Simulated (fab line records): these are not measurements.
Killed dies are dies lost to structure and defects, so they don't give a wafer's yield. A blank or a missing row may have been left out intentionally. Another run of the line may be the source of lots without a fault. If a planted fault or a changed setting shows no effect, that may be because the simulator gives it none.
Chamber matching :: flow nandHarc :: NHARC_P_M2_STRIP_18 on rieDiel-03 has 4 sister chambers
The step strips in N2/H2. 7 wafers are shown with their chamber, then 7 later ones without.

## EACH WAFER AND ITS CHAMBER
wafer: L406.4
chamber: 1
drypumpMotorCurrentA (A): 6.0
rfVppV (V): 92.9

wafer: L409.4
chamber: 2
drypumpMotorCurrentA (A): 6.2
rfVppV (V): 92.4

wafer: L410.2
chamber: 3
drypumpMotorCurrentA (A): 5.8
rfVppV (V): 90.9

wafer: L410.3
chamber: 0
drypumpMotorCurrentA (A): 4.7
rfVppV (V): 89.5

wafer: L410.5
chamber: 2
drypumpMotorCurrentA (A): 6.3
rfVppV (V): 91.9

wafer: L421.3
chamber: 3
drypumpMotorCurrentA (A): 5.8
rfVppV (V): 89.7

wafer: L421.5
chamber: 0
drypumpMotorCurrentA (A): 4.7
rfVppV (V): 89.8

## WAFERS WITHOUT THEIR CHAMBER
wafer: L421.6
drypumpMotorCurrentA (A): 5.8
rfVppV (V): 91.9

wafer: L422.1
drypumpMotorCurrentA (A): 4.7
rfVppV (V): 91.3

wafer: L422.2
drypumpMotorCurrentA (A): 5.7
rfVppV (V): 90.6

wafer: L422.4
drypumpMotorCurrentA (A): 6.0
rfVppV (V): 89.4

wafer: L423.2
drypumpMotorCurrentA (A): 6.0
rfVppV (V): 92.6

wafer: L423.3
drypumpMotorCurrentA (A): 5.8
rfVppV (V): 90.0

wafer: L423.4
drypumpMotorCurrentA (A): 4.7
rfVppV (V): 90.1

## WHICH CHAMBER EACH ONE RAN IN
wafer: L421.6
from the rows above: 3
in truth: 3

wafer: L422.1
from the rows above: 0
in truth: 0

wafer: L422.2
from the rows above: 3
in truth: 3

wafer: L422.4
from the rows above: can't be placed: 3 or 1
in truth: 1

wafer: L423.2
from the rows above: 1
in truth: 1

wafer: L423.3
from the rows above: 3
in truth: 3

wafer: L423.4
from the rows above: 0
in truth: 0
Correctly placed: 6 of 7. Unplaceable from these rows: 1, with the true chamber sitting among the candidates in 1. Placed wrongly: 0.
How it was worked out, from the rows above alone: a wafer's distance from a chamber is the root of the sum, over the readings, of the square of ((its reading less the chamber's mean) divided by the reading's scatter). If the next closest chamber is less than 2 further off than the closest, the wafer can't be placed; otherwise it belongs to the closest. Each chamber's mean is taken over the wafers shown for it. The scatter: the root of (the sum of the squares of (reading less its chamber's mean) over the shown wafers, divided by (wafers less chambers)).
